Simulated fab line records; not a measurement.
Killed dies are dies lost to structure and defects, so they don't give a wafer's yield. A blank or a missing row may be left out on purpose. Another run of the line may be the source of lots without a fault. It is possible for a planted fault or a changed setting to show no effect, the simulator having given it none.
fab line records	flow n5_finfet
[record] lots = 5	wafers = 13	last_day = 17
route steps=1938 shown BEOL_M7@1299 BEOL_M8@1332 BEOL_M15@1830 PASSIVATION@1936
lots that met no fault: taken from a fault-free run of the same line
start_h: hours from the record's first day to the start of the lot's first wafer shown	wait_h: hours from the lot's prior step to this one	" identical to the entry in the row above	L1.1+2: a row that stands for several wafers	- no value, or no start given	* or withheld: withheld	< > ~ a bound
route shown NAME@n: names a module that has steps shown in the file, with the first one's number in the route	usual: mean/standard deviation taken from wafers without a fault	same: alike in all rows	chamber/n: place in a boat	sites: readings site by site	_std_site: standard deviation across them	_edge_site: outer sites' mean less inner sites'	radius_mm: for every site, how far away it sits from the centre of the wafer	mask NAME#n: copy n	behind: the last tool/chamber to shape the wafer	hold: why the lot went on hold/how many hours it stayed there/how the hold came to an end	device: the transistor (n, p or np) that didn't switch	end of line: the same wafers' tests at the end of the route	a step without rows: its recipe alone	killed: dies lost to structure and defects at the first sort, not the wafer's yield	map: per-die view of a wafer (x killed, . not killed, _ where there is no die)
set.NAME: the run value of the setting; set.NAME@STEP: its run value at that earlier step	model.NAME: the simulator's own value behind a step, which no gauge read
certain route steps with their lots: each step a table, each wafer a row
services: when a tool's chamber went out of use (start_h, in hours from the record's first day, below 0 if earlier), for how many hours, and the reason
[[steps]]
[step N5_BEOL_M7_DESCUM_33]
[recipe] chemistry = O2	time_s = 7	source_power_w = 50	bias_power_w = 20	pressure_mtorr = 20	rf_frequency_hz = 2.712e+07	temp_c = 40	resist = CAR-EUV	o2_flow_sccm = 225
[step N5_BEOL_M7_ETCH_72]
[recipe] chemistry = N2/H2	target = underlayer	target_depth_a = 65	mask_material = CAR-EUV	time_s = 5.2	ion_energy_ev = 200	pressure_mtorr = 30	source_w = 840	bias_w = 150	n2_flow_sccm = 200	h2_flow_sccm = 200	ends = cleared
[step N5_BEOL_M7_ETCH_65]
[recipe] chemistry = CF4	target = SiARC	target_depth_a = 156	mask_material = CAR-EUV	time_s = 26	ion_energy_ev = 80	pressure_mtorr = 40	source_w = 545	bias_w = 36	Ar_flow_sccm = 100	cf4_flow_sccm = 100	ends = cleared
[step N5_BEOL_M7_ETCH_66]
[recipe] chemistry = N2/H2	target = SOC	target_depth_a = 800	overetch_a = 160	mask_material = SiARC	temp_c = 40	time_s = 120	ion_energy_ev = 200	pressure_mtorr = 30	source_w = 840	bias_w = 150	n2_flow_sccm = 200	h2_flow_sccm = 200
[step N5_BEOL_M7_STRIP_69]
[recipe] chemistry = N2/H2	temp_c = 40	n2_flow_sccm = 200	h2_flow_sccm = 200	rf_frequency_hz = 6e+07
[step N5_BEOL_M7_STRIP_73]
[recipe] chemistry = N2/H2	temp_c = 40	n2_flow_sccm = 200	h2_flow_sccm = 200	rf_frequency_hz = 6e+07
[step N5_BEOL_M7_VIA_ETCH_34]
[recipe] chemistry = C4F6/O2	target = SiCOH_lowk	target_depth_a = 1255	mask_material = SOC	taper_deg = 4	time_s = 50.5	ion_energy_ev = 250	pressure_mtorr = 30	source_w = 345	bias_w = 185	Ar_flow_sccm = 300	C4F6_flow_sccm = 10	O2_flow_sccm = 10
[step N5_BEOL_M7_STRIP_76]
[recipe] chemistry = C4F6/O2	resist = SiARC	rf_frequency_hz = 6e+07
[step N5_BEOL_M7_STRIP_36]
[recipe] chemistry = N2/H2	power_w = 450	temp_c = 40	pressure_mtorr = 20	rf_frequency_hz = 6e+07	overash_fraction = 0.3	bias_power_w = 7	h2_frac = 0.5	n2_flow_sccm = 200	h2_flow_sccm = 200
[step N5_BEOL_M7_TRENCH_ETCH_37]
[recipe] chemistry = C4F6/O2	target_depth_a = 934.78	target = SiCOH_lowk	time_s = 31.2	ion_energy_ev = 250	pressure_mtorr = 30	source_w = 345	bias_w = 185	Ar_flow_sccm = 300	C4F6_flow_sccm = 10	O2_flow_sccm = 10
[usual] drypump_motor_current_A = 5.8/0.34	mfc_ar_sccm = 300.0/0.9	oes_product_au = 0.80/0.1	rf_vpp_V = 664/14	run_length_s = 54.7/0.54	showerhead_plenum_p_Torr = 2.85/0.079	throttle_valve_pct = 20.82/0.25
lot.wafer	tool	chamber	start_h	wait_h	drypump_motor_current_A	mfc_ar_sccm	oes_product_au	rf_hours_counter_h	rf_vpp_V	run_length_s	showerhead_plenum_p_Torr	throttle_valve_pct	model.etch.depth_nm	model.BEOL_M7.feature_depth_nm	model.TiN_of_BEOL_M7_HM_DEP_02.thk_nm
L807.3	rie_diel-04	3	265.66	-	5.9	300.8	0.90	21	670	55.3	2.92	20.83	93.33	93.4	17.8
L807.4	"	3	"	"	5.9	301.6	0.90	-	669	55.1	2.92	20.82	93.72	93.8	17.8
L807.5	"	0	"	"	5.7	298.8	0.94	-	644	54.9	2.93	20.78	93.87	93.8	17.8
L808.2	rie_diel-04	0	275.70	-	5.7	299.4	0.93	16	644	64.1	2.93	20.78	120	120	16
L808.6	"	0	"	"	5.7	298.7	0.94	-	644	64.2	2.93	20.78	120.8	120.8	16.4
L812.2	rie_diel-04	3	306.07	-	5.9	299.0	0.88	35	670	63.6	2.91	20.84	120.1	120	16.6
L812.6	"	1	"	"	6.3	301.0	0.99	-	687	63.8	2.91	20.76	126.1	126	16.2
L813.4	rie_diel-04	2	313.29	-	6.2	299.2	0.83	73	672	54.4	2.75	20.33	96.13	96.2	17.4
L813.5	"	1	"	"	6.3	300.6	0.97	-	686	55.3	2.90	20.78	97.47	97.4	17.4
L813.6	"	2	"	"	6.2	299.8	0.82	-	670	63.0	2.75	20.31	121.4	121.4	16.8
L816.2	rie_diel-01	3	331.23	-	5.7	300.7	0.69	191	676	54.8	2.69	20.67	90.87	90.8	17.4
L816.3	"	1	"	"	5.5	299.5	0.71	221	676	54.2	2.80	20.85	92.54	92.6	17.6
L816.4	"	2	"	"	5.4	300.1	0.93	13	677	54.2	2.81	21.12	93.29	93.2	17.4
[step N5_BEOL_M7_ETCH_41]
[recipe] chemistry = CH3F/O2	target = SiCN	target_depth_a = 319	taper_deg = 2	time_s = 57.8	ion_energy_ev = 120	mask_material = TiN	pressure_mtorr = 30	source_w = 395	bias_w = 75	Ar_flow_sccm = 150	CH3F_flow_sccm = 30	O2_flow_sccm = 20
[step N5_BEOL_M7_STRIP_80]
[recipe] chemistry = N2/H2	time_s = 10	power_w = 450	temp_c = 40	pressure_mtorr = 20	rf_frequency_hz = 6e+07	bias_power_w = 7	n2_flow_sccm = 200	h2_flow_sccm = 200
[step N5_BEOL_M7_OCD_MEAS_38]
[usual] trench_depth_nm = 93.3/2
lot.wafer	tool	chamber	start_h	wait_h	trench_depth_nm
L807.3	ocd-02	-	265.82	-	93.5
L807.4	"	-	"	"	93.7
L807.5	"	-	"	"	93.6
L808.2	ocd-02	-	275.86	-	120.0
L808.6	"	-	"	"	120.7
L812.2	ocd-01	-	306.23	-	120.0
L812.6	"	-	"	"	126.4
L813.4	ocd-01	-	313.45	-	95.6
L813.5	"	-	"	"	98.0
L813.6	"	-	"	"	121.6
L816.2	ocd-02	-	331.39	-	90.8
L816.3	"	-	"	"	92.8
L816.4	"	-	"	"	93.5
[step N5_BEOL_M7_HM_STRIP_39]
[recipe] chemistry = peroxide_tin_strip	material = TiN	target_depth_a = 250	temp_c = 50	time_s = 158
[step N5_BEOL_M7_SRD_40]
[recipe] time_s = 30	temp_c = 23	rinse_liquid = diw	dry = ipa_marangoni
[step N5_BEOL_M7_PRECLEAN_42]
[recipe] chemistry = residue_remover	time_s = 60	temp_c = 40
[step N5_BEOL_M7_SRD_43]
[recipe] time_s = 30	temp_c = 23	rinse_liquid = diw	dry = ipa_marangoni
[step N5_BEOL_M7_CURE_75]
[recipe] temp_c = 370	time_s = 120	ambient = DMADMS/He	material = SiCOH_lowk
[step N5_BEOL_M7_DEGAS_44]
[recipe] ambient = vacuum	temp_c = 250	time_s = 60
[step N5_BEOL_M7_PRE_CLEAN_45]
[recipe] gas = H2/He	time_s = 30	temp_c = 250
[step N5_BEOL_M7_ALD_77]
[recipe] material = TaN	target_thk_a = 20	temp_c = 275	ald_precursor_family = PDMAT	ald_co_reactant = NH3	pressure_torr = 3	carrier_flow_sccm = 1500	pulse_time_s = 2	purge_time_s = 3	co_reactant_purge_time_s = 2	co_reactant_pulse_time_s = 3	ald_cycles = 40	precursor_vessel_temp_c = 75	precursor_vessel_pressure_torr = 26.25	precursor_vessel_carrier_sccm = 1000
[step N5_BEOL_M7_SURFACE_TREAT_79]
[recipe] gas = Ar	time_s = *	ion_energy_ev = *	ion_current_ma_cm2 = 0.5	pressure_mtorr = *	ar_flow_sccm = 30
[step N5_BEOL_M7_CVD_78]
[recipe] material = Co	target_thk_a = 20	temp_c = withheld	precursor = CCTBA/H2	pressure_torr = 30	time_s = 142.3
[step N5_BEOL_M7_SPUTTER_48]
[recipe] material = Cu	target_thk_a = 100	temp_c = -20	bias_v = 60	power_w = 26000	chamber_pressure_pa = 0.13	time_s = 1.667
[step N5_BEOL_M7_ECD_50]
[recipe] material = Cu	target_thk_a = 3000
[step N5_BEOL_M7_ANNEAL_51]
[recipe] temp_c = 225	time_s = 90	ambient = N2
[step N5_BEOL_M7_CMP_52]
[recipe] stop_on = SiCOH_lowk	t_overpolish_s = 6.9	down_force_psi = 1	platen_rpm = 50	clearing_platen_down_force_psi = 1.5	clearing_platen_rpm = 50	post_cmp_clean = cu_alkaline	target_thk_nm = 80	clearing_platen_pad_velocity_m_s = 0.99484	pad_velocity_m_s = 0.99484
[usual] barrier_field_endpoint_s = 29.4/0.84	motor_current_A = 5.6/0.67	overpolish_run_s = 6.899/0.0082	time_to_endpoint_s = 63/3.6
[same] t_overpolish_s = 6.9
lot.wafer	tool	chamber	start_h	wait_h	barrier_field_endpoint_s	motor_current_A	overpolish_run_s	time_to_endpoint_s	model.Cu_of_BEOL_M7_ECD_50.thk_nm
L807.3	cmp-03	1	267.68	0.2	28.5	6.2	6.901	61	80.2
L807.4	"	2	"	"	29.5	4.4	6.910	64	80.8
L807.5	"	1	"	"	28.9	6.1	6.898	67	80.4
L808.2	cmp-02	1	278.29	0.2	29.6	6.2	6.894	61	106.4
L808.6	"	0	"	"	30.0	4.9	6.903	64	106.8
L812.2	cmp-03	2	308.82	0.3	29.5	4.4	6.898	64	106.4
L812.6	"	1	"	"	30.6	6.1	6.886	64	114
L813.4	cmp-02	2	316.06	0.2	30.7	5.9	6.910	66	84.2
L813.5	"	3	"	"	29.7	5.6	6.907	61	84.2
L813.6	"	0	"	"	29.5	4.8	6.898	63	109.6
L816.4	cmp-02	0	333.41	0.2	29.6	4.6	6.874	65	81.8
L816.2	"	1	"	"	28.1	6.1	6.899	62	78.4
L816.3	"	2	"	"	29.3	6.3	6.903	71	81
[step N5_BEOL_M7_THK_MEAS_53]
[recipe] thk_meas_gauge = xrf	reads = Cu_of_BEOL_M7_ECD_50
[usual] M7_THK = 81.5/2.2
lot.wafer	tool	chamber	start_h	wait_h	M7_THK[nm]
L807.3	film_metro-02	-	267.94	-	81.6
L807.4	"	-	"	"	82.0
L807.5	"	-	"	"	81.6
L808.2	film_metro-01	-	278.54	-	108.1
L808.6	"	-	"	"	108.0
L812.2	film_metro-01	-	309.07	-	107.6
L812.6	"	-	"	"	115.4
L813.4	film_metro-01	-	316.24	-	85.1
L813.5	"	-	"	"	84.9
L813.6	"	-	"	"	110.7
L816.2	film_metro-01	-	333.67	-	79.2
L816.3	"	-	"	"	81.9
L816.4	"	-	"	"	83.1
[step N5_BEOL_M7_PRE_CLEAN_55]
[recipe] gas = NH3	time_s = 15	temp_c = withheld	rf_power_w = 300
[step N5_BEOL_M7_DEP_56]
[recipe] material = SiCN	target_thk_a = 100	temp_c = withheld	precursor = 3MS/NH3	pressure_torr = 3	rf_w = 202	time_s = 17.5
[step N5_BEOL_M7_RS_MEAS_57]
[recipe] thk_meas_gauge = four-point-probe	reads = Cu_of_BEOL_M7_ECD_50+Co_of_BEOL_M7_CVD_78+TaN_of_BEOL_M7_ALD_77
[usual] M7_RS = 0.286/0.0092
lot.wafer	tool	chamber	start_h	wait_h	M7_RS[ohm/sq]
L807.3	film_metro-02	-	268.07	0.1	0.286
L807.4	"	-	"	"	0.283
L807.5	"	-	"	"	0.285
L808.2	film_metro-01	-	278.67	0.1	0.206
L808.6	"	-	"	"	0.205
L812.2	film_metro-02	-	309.20	0.1	0.206
L812.6	"	-	"	"	0.191
L813.4	film_metro-01	-	316.38	0.0	0.269
L813.5	"	-	"	"	0.269
L813.6	"	-	"	"	0.199
L816.2	film_metro-02	-	333.80	0.1	0.294
L816.3	"	-	"	"	0.282
L816.4	"	-	"	"	0.279
[step N5_BEOL_M8_ILD_DEP_00]
[recipe] material = SiCOH_lowk	target_thk_a = 1797.5	temp_c = 300	precursor = DEMS/porogen	pressure_torr = 5	rf_w = 500	time_s = 33.4
[step N5_BEOL_M8_CURE_74]
[recipe] temp_c = 385	time_s = 240	ambient = He/Ar	material = SiCOH_lowk
[step N5_BEOL_M8_PECVD_70]
[recipe] material = SiO2	target_thk_a = 200	temp_c = 400	precursor = TEOS/O2	pressure_torr = 5.5	rf_w = 450	teos_flow_sccm = 53.8	gas = O2	flow_sccm = 3000	time_s = 22.7
[step N5_BEOL_M8_HM_DEP_02]
[recipe] material = TiN	target_thk_a = 200	temp_c = 25	chamber_pressure_pa = 0.49996
[step N5_BEOL_M8_COAT_59]
[recipe] resist = SOC	temp_c = 250	time_s = 60	spin_rpm = 1500	resist_thk_nm = 100
[step N5_BEOL_M15_RC_MEAS_101]
[usual] COMB_M10 = 1.4e-11/3.1e-12	COMB_M11 = 1.44e-11/2.8e-12	COMB_M12 = 6.2e-12/1.2e-12	COMB_M13 = 4.9e-12/9.7e-13	COMB_M14 = 3.6e-12/7.4e-13	COMB_M15 = 2.5e-12/5.2e-13	COMB_M5 = 3.5e-11/6.6e-12	COMB_M6 = 2.6e-11/5.6e-12	COMB_M8 = 2.6e-11/4.8e-12	COMB_M9 = 1.49e-11/2.8e-12	SERP_M10 = 3.12/0.093	SERP_M11 = 3.07/0.1	SERP_M12 = 0.646/0.018	SERP_M13 = 0.309/0.0082	SERP_M13_max_site = 0.312/0.0086	SERP_M14 = 0.165/0.0049	SERP_M5 = 38.7/1.8	SERP_M6 = 13.9/0.61	SERP_M7 = 13.7/0.62	SERP_M7_max_site = 14.2/0.65	SERP_M8 = 13.9/0.52	SERP_M9 = 3.13/0.086
lot.wafer	tool	chamber	start_h	wait_h	COMB_M10[S/m]	COMB_M11[S/m]	COMB_M12[S/m]	COMB_M13[S/m]	COMB_M14[S/m]	COMB_M15[S/m]	COMB_M5[S/m]	COMB_M6[S/m]	COMB_M8[S/m]	COMB_M9[S/m]	SERP_M10[ohm/um]	SERP_M11[ohm/um]	SERP_M12[ohm/um]	SERP_M13[ohm/um]	SERP_M13_max_site[ohm/um]	SERP_M14[ohm/um]	SERP_M5[ohm/um]	SERP_M6[ohm/um]	SERP_M7[ohm/um]	SERP_M7_max_site[ohm/um]	SERP_M8[ohm/um]	SERP_M9[ohm/um]
L807.3	prober-01	0	327.88	0.3	1.7e-11	1.66e-11	5.5e-12	5.3e-12	4.1e-12	2e-12	3.5e-11	2e-11	2.6e-11	1.46e-11	3.07	3.08	0.645	0.318	0.321	0.168	39.1	13.3	13.8	14.2	14.4	3.25
L807.4	"	0	"	"	1.5e-11	1.53e-11	6.4e-12	6.6e-12	3.1e-12	2.3e-12	4.3e-11	3e-11	2.7e-11	1.66e-11	3.00	2.93	0.670	0.318	0.322	0.170	37.1	15.1	13.0	13.4	13.3	3.17
L807.5	"	0	"	"	1.1e-11	1.87e-11	4.7e-12	6.3e-12	3.6e-12	3.5e-12	3.7e-11	3.1e-11	2.3e-11	1.85e-11	2.95	2.85	0.655	0.312	0.315	0.160	37.6	14.6	13.3	13.9	14.4	3.02
L808.2	prober-02	0	341.89	0.2	1e-11	1.49e-11	5.2e-12	4.8e-12	4.3e-12	2.4e-12	2.6e-11	3.4e-11	2.8e-11	1.47e-11	3.00	3.06	0.634	0.301	0.303	0.170	35.3	12.8	9.8	10.3	13.7	3.07
L808.6	"	0	"	"	1.4e-11	1.59e-11	5e-12	3.3e-12	3e-12	1.6e-12	3.1e-11	3.3e-11	2.5e-11	1.54e-11	3.13	3.11	0.639	0.301	0.304	0.169	36.0	13.9	9.9	10.3	13.6	3.15
L812.2	prober-02	0	367.41	0.2	1.6e-11	1.65e-11	7.1e-12	4.4e-12	2.8e-12	2.6e-12	4.1e-11	3.3e-11	2.8e-11	1.32e-11	3.19	3.02	0.664	0.313	0.316	0.172	37.9	14.4	9.9	10.2	15.1	3.24
L812.6	"	0	"	"	1.7e-11	1.17e-11	4.4e-12	5e-12	5e-12	2.8e-12	3e-11	2.2e-11	3.5e-11	1.56e-11	3.00	2.92	0.636	0.304	0.309	0.169	36.4	14.8	9.2	9.5	14.5	3.17
L813.4	prober-01	0	373.75	0.9	1.5e-11	1.21e-11	4.8e-12	4.7e-12	4e-12	2.7e-12	6.4e-11	2.5e-11	2.3e-11	2.04e-11	3.29	3.22	0.634	0.309	0.312	0.165	41.4	13.4	12.3	12.9	13.5	3.14
L813.5	"	0	"	"	1.8e-11	1.53e-11	4.9e-12	4.5e-12	5.9e-12	3.5e-12	3.4e-11	2.3e-11	2.1e-11	1.29e-11	2.98	3.14	0.665	0.321	0.326	0.164	38.0	14.2	12.9	13.3	13.4	3.22
L813.6	"	0	"	"	1.9e-11	1.54e-11	6.1e-12	4.7e-12	4.6e-12	2.1e-12	5.3e-11	2.4e-11	2.3e-11	1.23e-11	3.06	3.08	0.646	0.307	0.308	0.162	43.6	13.3	9.6	9.8	14.2	3.23
L816.2	prober-02	0	391.46	0.2	1.4e-11	1.53e-11	6.1e-12	4.1e-12	2.6e-12	1.4e-12	3.8e-11	2.3e-11	2.7e-11	1.44e-11	3.14	2.87	0.621	0.303	0.305	0.164	37.5	14.3	14.0	14.7	14.3	3.05
L816.3	"	0	"	"	1.1e-11	1.42e-11	5e-12	4.4e-12	3.2e-12	2.4e-12	4.3e-11	2.3e-11	1.8e-11	1.07e-11	3.16	3.11	0.660	0.313	0.316	0.168	36.1	13.6	13.9	14.5	14.0	2.96
L816.4	"	0	"	"	1.2e-11	1.86e-11	4.7e-12	4.4e-12	2.3e-12	1.9e-12	2.7e-11	2.7e-11	2.7e-11	1.57e-11	2.93	2.98	0.630	0.303	0.307	0.162	36.0	14.1	13.8	14.3	13.5	3.13
// sites SERP_M7 radius_mm=0,75,75,75,75,140,140,140,140
L807.3 13.8 13.8 13.9 13.1 13.8 13.9 13.3 13.6 14.2
L808.2 10.2 9.8 10.3 10.0 9.9 9.6 9.6 9.3 9.7
L812.2 10.2 9.9 10.0 10.0 10.1 9.6 9.5 9.6 9.6
L813.4 12.1 12.5 12.3 12.3 12.3 12.7 12.6 12.2 12.9
L816.2 13.3 13.7 14.0 13.9 14.0 14.7 14.2 14.3 14.0
[step N5_PASSIVATION_PROBE_49]
[usual] defect_limited_yield = 91.0/1.5	killed_at_M0_to_M3 = 33/9.4	killed_at_M4_up = 14/4.8	killed_at_contacts = 13/7.3	killed_at_front_end = 43/13	killed_at_other = 3.6/2.9	killed_dies = 106/18	killed_open = 69/13	killed_short = 35/8.2	sort_bin_5_function = 5.3/1	sort_bin_6_memory = 3.3/0.68	sort_bin_8_speed = 0.01/0.027	sort_n_pass = 1074/18
[same] gross_dies = 1180	killed_at_back_side = 0	sort_bin_4_leakage[%] = 0
lot.wafer	tool	chamber	start_h	wait_h	defect_limited_yield[%]	killed_at_M0_to_M3	killed_at_M4_up	killed_at_contacts	killed_at_front_end	killed_at_other	killed_dies	killed_open	killed_short	sort_bin_5_function[%]	sort_bin_6_memory[%]	sort_bin_8_speed[%]	sort_n_pass
L808.2	prober-01	-	356.19	0.1	90.2	40	18	11	47	0	116	76	39	5.3	4.2	0	1064
L808.6	prober-01	-	356.39	0.3	89.4	34	14	12	65	0	125	91	32	6.2	4.1	0	1055
L813.4	prober-02	-	388.53	0.2	93.1	29	10	8	31	4	82	60	20	4.8	2.1	0	1098
L813.5	prober-02	-	388.58	0.2	90.7	40	16	11	40	3	110	78	29	5.3	3.7	0	1070
L813.6	prober-02	-	388.63	0.3	91.2	34	23	6	35	6	104	69	33	5.0	3.6	0	1076
L816.2	prober-02	-	404.24	0.1	90.8	30	7	10	58	3	108	70	32	5.0	3.4	0	1072
L816.3	prober-02	-	404.29	0.1	89.7	29	14	8	68	3	122	78	40	5.8	4.1	0	1058
L816.4	prober-02	-	404.34	0.2	88.1	33	6	15	84	2	140	92	45	6.4	4.8	0	1040
// killed by level:class
L808.2 FIN_SAQP:geometric_particle:open=14 BEOL_M2:geometric_particle:open=14 GATE_CUT:geometric_particle:short=11 MOL_CONTACT_COAG:geometric_particle:open=11 BEOL_M4:geometric_particle:open=10 BEOL_M3:geometric_particle:open=5 GATE_CUT:geometric_particle:open=5 BEOL_M4:geometric_particle:short=5
L808.6 FIN_SAQP:geometric_particle:open=12 BEOL_M3:geometric_particle:open=12 DUMMY_GATE:geometric_particle:open=11 FIN_SAQP:geometric_particle:short=10 MOL_CONTACT_COAG:geometric_particle:open=10 STI_FIN_REVEAL:geometric_particle:open=9 BEOL_M1:geometric_particle:open=6 BEOL_M5:geometric_particle:open=6
L813.4 STI_FIN_REVEAL:geometric_particle:open=11 BEOL_M3:geometric_particle:open=8 MOL_CONTACT_COAG:geometric_particle:open=6 BEOL_M0_SAQP:geometric_particle:short=6 BEOL_M0_SAQP:geometric_particle:open=6 BEOL_M2:geometric_particle:open=6 FIN_SAQP:geometric_particle:open=4 GATE_CUT:geometric_particle:short=4
L813.5 MOL_CONTACT_COAG:geometric_particle:open=10 BEOL_M2:geometric_particle:open=9 BEOL_M0_SAQP:geometric_particle:short=8 BEOL_M4:geometric_particle:open=8 BEOL_M0_SAQP:geometric_particle:open=8 FIN_SAQP:geometric_particle:open=6 STI_FIN_REVEAL:geometric_particle:open=6 BEOL_M3:geometric_particle:open=6
L813.6 FIN_SAQP:geometric_particle:open=10 BEOL_M4:geometric_particle:open=10 STI_FIN_REVEAL:geometric_particle:open=8 BEOL_M0_SAQP:geometric_particle:short=8 BEOL_M3:geometric_particle:open=8 BEOL_M0_SAQP:geometric_particle:open=6 MOL_CONTACT_COAG:geometric_particle:open=5 BEOL_M2:geometric_particle:open=5
L816.2 FIN_SAQP:geometric_particle:open=12 BEOL_M3:geometric_particle:open=9 MOL_CONTACT_COAG:geometric_particle:open=9 STI_FIN_REVEAL:geometric_particle:open=7 ILD0:geometric_particle:short=7 BEOL_M1:geometric_particle:open=7 GATE_CUT:geometric_particle:short=5 BEOL_M0_SAQP:geometric_particle:open=5
L816.3 STI_FIN_REVEAL:geometric_particle:open=22 FIN_SAQP:geometric_particle:short=14 BEOL_M3:geometric_particle:open=12 FIN_SAQP:geometric_particle:open=9 MOL_CONTACT_COAG:geometric_particle:open=6 GATE_CUT:geometric_particle:short=5 BEOL_M4:geometric_particle:open=5 BEOL_M0_SAQP:geometric_particle:open=4
L816.4 STI_FIN_REVEAL:geometric_particle:open=32 MOL_CONTACT_COAG:geometric_particle:open=10 BEOL_M1:geometric_particle:open=10 FIN_SAQP:geometric_particle:short=8 FIN_SAQP:geometric_particle:open=8 STI_FIN_REVEAL:geometric_particle:short=7 BEOL_M3:geometric_particle:open=7 STARTING-WAFER:geometric_particle:short=6
[[services]]
tool	chamber	start_h	hours	kind
rie_diel-04	1	253.83	13.9	repair
cmp-02	-	263.21	4.0	pm
cmp-02	-	267.21	-	consumable_replace:conditioner
cmp-02	-	267.21	-	consumable_replace:pad
rie_diel-01	2	268.72	-	clean
rie_diel-01	2	268.72	-	consumable_replace:focus_ring
rie_diel-01	2	268.72	27.5	scheduled_down
rie_diel-01	2	268.72	27.5	vent_cycle
rie_diel-04	1	274.71	-	clean
rie_diel-04	1	274.71	-	consumable_replace:focus_ring
rie_diel-04	1	274.71	15.4	scheduled_down
rie_diel-04	1	274.71	15.4	vent_cycle
rie_diel-01	1	279.30	8.4	repair
rie_diel-01	3	286.15	4.1	repair
rie_diel-04	3	287.19	4.6	repair
cmp-03	-	297.84	1.4	repair
cmp-03	-	329.41	1.3	repair
[[key]]
[first_sign] step = N5_BEOL_M7_TRENCH_ETCH_37	reading = run_length_s	direction = up	sigmas = 17	usual = *	struck = *
[effect] step = N5_BEOL_M7_OCD_MEAS_38	reading = trench_depth_nm	direction = up	sigmas = 14	usual = 93.3	struck = 121.8
[effect] step = N5_BEOL_M7_THK_MEAS_53	reading = M7_THK	direction = up	sigmas = 13	usual = 81.5	struck = 110.0
[effect] step = N5_BEOL_M7_RS_MEAS_57	reading = M7_RS	direction = down	sigmas = 9.2	usual = 0.286	struck = 0.201
[effect] step = N5_BEOL_M15_RC_MEAS_101	reading = SERP_M7	direction = down	sigmas = 6.5	usual = 13.7	struck = 9.7
[model_effect] step = N5_BEOL_M7_TRENCH_ETCH_37	value = etch.depth_nm	without = 95.32	struck = 121.7
[model_effect] step = N5_BEOL_M7_CMP_52	value = Cu_of_BEOL_M7_ECD_50.thk_nm	without = 82.24	struck = 108.6
met_at N5_BEOL_M7_TRENCH_ETCH_37
struck_wafers L808.2,L808.6,L812.2,L812.6,L813.6
onset_between 265.66 275.70
[fault] kind = process_parameter_drift	tool = rie_diel-04	chamber = -	onset_h = 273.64	steps = N5_BEOL_M7_TRENCH_ETCH_37	channel = time_s	offset = *	shape = step	end_h = 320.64	scope = struck_wafers_only	acts_in = *	stated = *
